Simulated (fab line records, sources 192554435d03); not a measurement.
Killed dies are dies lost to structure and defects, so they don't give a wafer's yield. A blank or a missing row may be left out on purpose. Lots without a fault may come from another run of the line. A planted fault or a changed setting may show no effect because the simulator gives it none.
fab line records | flow n5_finfet | part 2 of 2: steps 17 to 25 of 25
record lots=5 wafers=15 last_day=17
route steps=1938 shown BEOL_M0_CUTY@706 BEOL_M0@715
lots that met no fault: from a run of the same line without faults
start_h: hours from the record's first day to the start of the lot's first wafer shown | wait_h: hours since the lot's step before | " the same as in the row above | L1.1+2: a row that stands for several wafers | - no value, or no start given | * or withheld: withheld | < > ~ a bound
route shown NAME@n: a module of which the file shows steps, and the number in the route of the first | usual: mean/standard deviation of fault-free wafers | same: alike in all rows | chamber/n: place in a boat | sites: the reading at each site | _std_site: their standard deviation | _edge_site: outer sites' mean less inner sites' | radius_mm: how far each site lies from the wafer's centre | mask NAME#n: copy n | behind: the tool/chamber that last shaped the wafer | hold: why the lot was held/for how many hours/how that ended | device: the transistor (n, p or np) that didn't switch | end of line: the same wafers' tests at the end of the route | a step without rows: its recipe alone | killed: dies lost to structure and defects at the first sort, not the wafer's yield | map: a wafer's dies, x killed, . not, _ none there
set.NAME: the setting as run; set.NAME@STEP: as run at that earlier step | model.NAME: the simulator's own value behind a step, which no gauge read
lots at some steps of the route; a table a step, a row a wafer
services: from which hour (start_h, from the record's first day; less than 0 if before it) a tool's chamber was out of use, for how many hours, and why
## steps
# step N5_BEOL_M0_STRIP_142
# recipe chemistry=N2/H2 time_s=10 power_w=450 temp_c=40 pressure_mtorr=20 rf_frequency_hz=6e+07 bias_power_w=7 n2_flow_sccm=200 h2_flow_sccm=200
# usual drypump_motor_current_A=5.6/0.53 oes_product_au=0.77/0.074 rf_vpp_V=59.2/0.84 showerhead_plenum_p_Torr=2.56/0.075 throttle_valve_pct=23.60/0.27
# columns lot.wafer tool chamber start_h wait_h drypump_motor_current_A oes_product_au rf_hours_counter_h rf_vpp_V showerhead_plenum_p_Torr throttle_valve_pct
L076.2 rie_diel-06 3 135.82 0.0 5.8 0.75 148 58.9 2.54 23.73
L076.3 " 0 " " 4.9 0.88 34 58.7 2.49 23.56
L076.6 " 2 " " 6.6 0.71 - 59.2 2.61 23.41
L083.1 rie_diel-01 2 168.75 0.0 6.1 0.74 184 58.9 2.64 23.94
L083.4 " 0 " " 5.2 0.84 58 58.3 2.45 23.24
L083.5 " 1 " " 6.0 0.96 - 59.5 2.49 23.58
L089.4 rie_diel-06 3 210.68 0.0 5.8 0.73 171 58.7 2.53 23.75
L089.5 " 2 " " 6.6 0.69 - 58.9 2.60 23.45
L089.6 " 3 " " 5.8 0.72 - 58.9 2.53 23.75
L093.1 rie_diel-05 1 231.92 0.0 5.8 0.77 117 60.1 2.66 23.86
L093.2 " 3 " " 5.7 0.83 70 59.9 2.67 23.28
L093.4 " 1 " " 5.7 0.76 - 59.5 2.66 23.87
L096.1 rie_diel-01 1 253.53 0.0 5.9 0.90 33 60.0 2.48 23.62
L096.2 " 3 " " 5.2 0.70 231 59.6 2.59 24.02
L096.3 " 0 " " 5.1 0.80 88 58.7 2.44 23.28
# step N5_BEOL_M0_OCD_MEAS_108
# usual trench_depth_nm=32.6/0.52
# columns lot.wafer tool chamber start_h wait_h trench_depth_nm
L076.2 ocd-01 - 135.90 0.1 32.7
L076.3 " - " " 33.1
L076.6 " - " " 32.3
L083.1 ocd-02 - 168.83 0.1 32.4
L083.4 " - " " 32.1
L083.5 " - " " 33.8
L089.4 ocd-02 - 210.77 0.1 32.6
L089.5 " - " " 31.9
L089.6 " - " " 33.0
L093.1 ocd-02 - 231.99 0.1 32.7
L093.2 " - " " 32.7
L093.4 " - " " 33.5
L096.1 ocd-01 - 253.61 0.1 33.2
L096.2 " - " " 32.7
L096.3 " - " " 31.8
# step N5_BEOL_M0_HM_STRIP_129
# recipe chemistry=peroxide_tin_strip material=TiN target_depth_a=170 temp_c=50 time_s=108
# columns lot.wafer tool chamber start_h wait_h
L076.2+3+6 wet_bench-02 4,5,2 135.93 0.0
L083.1+4+5 wet_bench-02 2,0,7 168.86 0.0
L089.4+5+6 wet_bench-03 7,6,4 210.80 0.0
L093.1+2+4 wet_bench-02 4,5,6 232.03 0.0
L096.1+2+3 wet_bench-05 2,0,6 253.64 0.0
# step N5_BEOL_M0_SRD_130
# recipe time_s=30 temp_c=23 rinse_liquid=diw dry=ipa_marangoni
# columns lot.wafer tool chamber start_h wait_h
L076.2+3+6 wet_bench-02 4,5,2 135.97 0.0
L083.1+4+5 wet_bench-02 2,0,7 168.89 0.0
L089.4+5+6 wet_bench-03 7,6,4 210.83 0.0
L093.1+2+4 wet_bench-02 4,5,6 232.06 0.0
L096.1+2+3 wet_bench-05 2,0,6 253.67 0.0
# step N5_BEOL_M0_ETCH_109
# recipe chemistry=CH3F/O2 target_depth_a=80 overetch_a=24 target=SiCN time_s=27.4 ion_energy_ev=120 pressure_mtorr=30 source_w=395 bias_w=75 Ar_flow_sccm=150 CH3F_flow_sccm=30 O2_flow_sccm=20
# usual drypump_motor_current_A=5.7/0.52 mfc_ar_sccm=150.0/0.49 oes_product_au=0.67/0.068 rf_vpp_V=297.9/1.4 showerhead_plenum_p_Torr=2.03/0.061 throttle_valve_pct=16.38/0.23
# columns lot.wafer tool chamber start_h wait_h drypump_motor_current_A mfc_ar_sccm oes_product_au rf_hours_counter_h rf_vpp_V showerhead_plenum_p_Torr throttle_valve_pct
L076.2 rie_diel-05 1 136.02 0.0 5.8 150.3 0.69 81 300.2 2.10 16.37
L076.3 " 3 " " 5.7 150.8 0.73 34 300.0 2.12 15.93
L076.6 " 0 " " 6.6 148.9 0.59 - 297.3 1.99 16.36
L083.1 rie_diel-05 1 168.95 0.0 5.7 150.2 0.68 93 298.7 2.10 16.40
L083.4 " 0 " " 6.6 149.6 0.59 235 297.2 1.98 16.36
L083.5 " 1 " " 5.7 150.3 0.69 - 299.6 2.10 16.41
L089.4 rie_diel-01 0 210.87 0.0 5.2 150.3 0.70 73 296.5 1.94 16.34
L089.5 " 0 " " 5.1 149.3 0.70 - 296.8 1.94 16.37
L089.6 " 1 " " 5.9 151.0 0.78 - 296.5 1.96 16.15
L093.1 rie_diel-01 2 232.55 0.5 6.1 150.2 0.62 207 297.9 2.07 16.49
L093.2 " 1 " " 5.9 150.4 0.76 26 296.7 1.95 16.16
L093.4 " 0 " " 5.1 150.5 0.69 81 296.0 1.94 16.38
L096.1 rie_diel-01 0 254.07 0.4 5.2 149.8 0.69 88 296.1 1.94 16.40
L096.2 " 3 " " 5.3 150.1 0.60 232 298.9 2.06 16.86
L096.3 " 1 " " 5.9 149.3 0.76 33 297.5 1.95 16.18
# step N5_BEOL_M0_STRIP_139
# recipe chemistry=post_etch_residue_remover time_s=60 temp_c=25 remover_ph=withheld remover_water_wt_pct=withheld remover_fluoride_wt_pct=withheld
# columns lot.wafer tool chamber start_h wait_h
L076.2+3+6 wet_bench-05 2,3,4 136.17 0.1
L083.1+4+5 wet_bench-02 5,3,7 169.05 0.1
L089.4+5+6 wet_bench-02 4,6,0 210.98 0.1
L093.1+2+4 wet_bench-02 0,4,6 232.66 0.1
L096.1+2+3 wet_bench-03 3,4,6 254.17 0.1
# step N5_BEOL_M0_SRD_111
# recipe time_s=30 temp_c=23 rinse_liquid=diw dry=ipa_marangoni
# columns lot.wafer tool chamber start_h wait_h
L076.2+3+6 wet_bench-05 2,3,4 136.18 0.0
L083.1+4+5 wet_bench-02 5,3,7 169.07 0.0
L089.4+5+6 wet_bench-02 4,6,0 211.00 0.0
L093.1+2+4 wet_bench-02 0,4,6 232.68 0.0
L096.1+2+3 wet_bench-03 3,4,6 254.19 0.0
# step N5_BEOL_M0_DEGAS_112
# recipe ambient=vacuum temp_c=250 time_s=60
# usual heater_power_w=341/28
# columns lot.wafer tool chamber start_h wait_h heater_power_w
L076.2 pvd_sputter-03 - 138.47 2.3 320
L076.3 " - " " 283
L076.6 " - " " 343
L083.1 pvd_sputter-01 - 169.28 0.2 324
L083.4 " - " " 302
L083.5 " - " " 379
L089.4 pvd_sputter-02 - 211.16 0.2 341
L089.5 " - " " 340
L089.6 " - " " 346
L093.1 pvd_sputter-03 - 233.17 0.5 282
L093.2 " - " " 346
L093.4 " - " " 315
L096.1 pvd_sputter-03 - 254.35 0.1 337
L096.2 " - " " 311
L096.3 " - " " 282
# step N5_BEOL_M0_PRE_CLEAN_113
# recipe gas=H2/He time_s=30 temp_c=250
# usual heater_power_w=341/28
# columns lot.wafer tool chamber start_h wait_h heater_power_w
L076.2 pvd_sputter-03 - 138.51 0.0 316
L076.3 " - " " 276
L076.6 " - " " 338
L083.1 pvd_sputter-01 - 169.32 0.0 329
L083.4 " - " " 297
L083.5 " - " " 385
L089.4 pvd_sputter-02 - 211.20 0.0 347
L089.5 " - " " 336
L089.6 " - " " 358
L093.1 pvd_sputter-03 - 233.21 0.0 280
L093.2 " - " " 352
L093.4 " - " " 314
L096.1 pvd_sputter-03 - 254.39 0.0 334
L096.2 " - " " 313
L096.3 " - " " 286
## services
# columns tool chamber start_h hours kind
wet_bench-02 - 107.12 2.6 repair
rie_diel-05 0 110.92 6.6 repair
pvd_sputter-02 - 114.88 19.9 repair
rie_diel-06 1 116.06 7.0 repair
rie_metal-01 - 124.67 2.8 pm
rie_diel-01 1 140.38 - clean
rie_diel-01 1 140.38 - consumable_replace:focus_ring
rie_diel-01 1 140.38 15.4 scheduled_down
rie_diel-01 1 140.38 15.4 vent_cycle
pvd_sputter-01 - 143.08 4.3 repair
wet_bench-03 - 147.21 5.3 repair
wet_bench-03 - 157.16 1.3 repair
rie_metal-01 1 181.95 1.7 repair
rie_diel-01 1 194.65 3.8 repair
rie_diel-05 1 208.51 1.2 repair
rie_diel-05 0 212.49 - clean
rie_diel-05 0 212.49 - consumable_replace:focus_ring
wet_bench-02 - 220.82 1.0 repair
wet_bench-03 - 226.66 1.0 repair
rie_diel-06 - 229.49 2.8 pm
rie_metal-01 - 231.41 5.1 repair
rie_metal-01 0 248.82 21.7 repair
rie_metal-02 - 249.19 2.8 pm
rie_diel-05 1 251.98 3.1 repair
